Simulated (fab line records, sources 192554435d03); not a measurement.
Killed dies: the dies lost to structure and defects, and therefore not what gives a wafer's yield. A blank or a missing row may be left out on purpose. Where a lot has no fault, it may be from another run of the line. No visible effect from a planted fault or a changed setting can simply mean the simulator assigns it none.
Matching of chambers -- flow n5_finfet -- 4 sister chambers for N5_BEOL_M9_STRIP_67 on rie_diel-02
The step strips in CF4. 14 wafers are shown with their chamber, then 7 later ones without.

## WAFERS WITH THEIR CHAMBER
wafer,chamber,showerhead_plenum_p_Torr (Torr),drypump_motor_current_A (A),oes_product_au (a.u.)
L077.3,3,1.70,6.2,0.70
L077.4,1,1.88,5.7,0.87
L077.6,3,1.70,6.2,0.70
L086.2,1,1.88,5.8,0.85
L086.3,0,1.83,5.8,0.69
L086.6,3,1.70,6.2,0.69
L088.1,0,1.83,5.8,0.68
L088.2,1,1.87,5.7,0.84
L088.4,0,1.83,5.8,0.69
L089.2,1,1.87,5.7,0.84
L089.4,2,1.79,5.1,0.77
L089.5,1,1.87,5.8,0.84
L090.1,0,1.83,5.8,0.68
L090.4,2,1.79,5.1,0.77

SIGNATURES, as means of the wafers listed above
reading,chamber 0,chamber 1,chamber 2,chamber 3,scatter within a chamber
showerhead_plenum_p_Torr,1.8300,1.8740,1.7900,1.7000,0.00346
drypump_motor_current_A,5.800,5.740,5.100,6.200,0.0346
oes_product_au,0.6850,0.8480,0.7700,0.6967,0.0092
Rule: distance of a wafer from a chamber = root of the sum over the readings of ((wafer's reading minus chamber's mean) / reading's scatter) squared. The wafer belongs to the nearest chamber; if the next one is less than 2 further off, it can't be placed. The scatter: the root of (the sum of the squares of (reading less its chamber's mean) over the shown wafers, divided by (wafers less chambers)).

## WAFERS MISSING THEIR CHAMBER
wafer,showerhead_plenum_p_Torr (Torr),drypump_motor_current_A (A),oes_product_au (a.u.)
L090.5,1.83,5.8,0.69
L094.2,1.87,5.7,0.83
L094.4,1.90,6.2,0.99
L094.5,1.83,5.8,0.68
L092.2,1.87,5.7,0.83
L092.4,1.90,6.2,0.98
L092.6,1.90,6.2,0.98

## CHAMBER TAKEN BY EACH
wafer,from the rows above,in truth
L090.5,0,0
L094.2,1,1
L094.4,1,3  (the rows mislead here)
L094.5,0,0
L092.2,1,1
L092.4,1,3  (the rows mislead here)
L092.6,1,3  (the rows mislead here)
Correctly placed: 4 of 7. From these rows, 0 cannot be placed. Wrongly placed: 3.
